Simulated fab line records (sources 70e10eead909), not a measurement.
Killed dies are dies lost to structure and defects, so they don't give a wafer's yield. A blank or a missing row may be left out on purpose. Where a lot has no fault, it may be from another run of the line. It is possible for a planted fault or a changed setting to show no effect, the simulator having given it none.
Comparing a struck lot with a sound one | flow nand-harc | 15 out of 1302 route steps
Sound: wafers L890.2, L890.3, L890.5. Wafers L880.1, L880.2, L880.6 were the ones struck. At the end, the cause is stated.
For every step that has rows: the tool of each side, followed by ch and its chambers, followed by its first start. Under that, the readings that differ: sound wafers | struck wafers | difference of the means | sigmas: that difference in standard deviations of wafers without a fault.
alike: readings whose means differ by less than 2 such deviations, and words and numbers that are the same on both sides. not compared: withheld readings, readings that some wafer has no value for, bounds like >300 that may hide the same value, and numbers for which the record gives no deviation and whose values overlap.
A row with sigmas, a row that says differs or no value, or rows on one side alone: a step with any of these is where the two part. When numbers do not overlap yet have no deviation, they are printed without sigmas and do not part them. A reading that every wafer of one side lacks parts them only if that side has two wafers or more.

first, 2 steps without rows for these wafers: NHARC_A_CONTACT_STRIP_100 (strips in CF4/CHF3); NHARC_A_CONTACT_STRIP_101 (strips in O2/COS).
NHARC_A_CONTACT_ETCH_102: etches the open film in CF4/O2, target depth 100 nm, overetch 10 nm, time 55 s.
  sound on rie-diel-08 ch 1,3, day 28 16:28; struck on rie-diel-08 ch 1,2,3, day 24 11:35
  alike: bias-w, drypump-motor-current-A, oes_o_777_au, oes-product-au, rf-vpp-V, showerhead-plenum-p-Torr, throttle-valve-pct
  not compared: rf-hours-counter-h
NHARC_A_CONTACT_STRIP_55: strips in O2.
  sound: rie-diel-08 ch 1,2; struck: rie-diel-08 ch 0,2
  alike: drypump-motor-current-A, oes-product-au, rf-vpp-V, showerhead-plenum-p-Torr, throttle-valve-pct
  not compared: rf-hours-counter-h
then, 1 step without rows for these wafers: NHARC_A_CONTACT_STRIP_56 (strips in post etch residue remover, time 600 s).
NHARC_A_CONTACT_DEP_57: deposits aC, target thk 5300 nm.
  sound on acl-dep-01 ch 0, day 28 20:13; struck on acl-dep-01 ch 0, day 24 15:49
  alike: susceptor-temp-C, throttle-valve-pct
NHARC_A_CONTACT_DEP_58: deposits SiON, target thk 90 nm.
  sound on pecvd-02 ch 0,1, day 28 22:57; struck on pecvd-02 ch 1,2, day 24 19:07
  alike: heater-power-w, susceptor-temp-C
then, 5 steps without rows for these wafers: NHARC_A_CONTACT_DEHYDRATE_59 (time 120 s); NHARC_A_CONTACT_HMDS_60 (time 30 s); NHARC_A_CONTACT_COAT_61 (time 75 s); NHARC_A_CONTACT_COAT_62 (time 65 s); NHARC_A_CONTACT_COAT_63 (resist thk 90 nm).
NHARC_A_CONTACT_SOFTBAKE_64: time 55 s.
  sound on litho-track-06 ch 0, day 28 23:00; struck on litho-track-01 ch 0, day 24 19:00
  reading                  | sound                | struck               | difference | sigmas
  heater-power-total-W (W) | 188.42 188.28 188.75 | 191.45 191.34 191.77 | +3.04      | +22
then, 2 steps without rows for these wafers: NHARC_A_CONTACT_EBR_65; NHARC_END_SORT_01.

WHERE THEY PART
Within this record, at NHARC_A_CONTACT_SOFTBAKE_64 only.

WHY: whatever the simulator had introduced
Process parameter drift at NHARC_A_CONTACT_SOFTBAKE_64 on litho-track-01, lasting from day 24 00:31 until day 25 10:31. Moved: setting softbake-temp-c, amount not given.
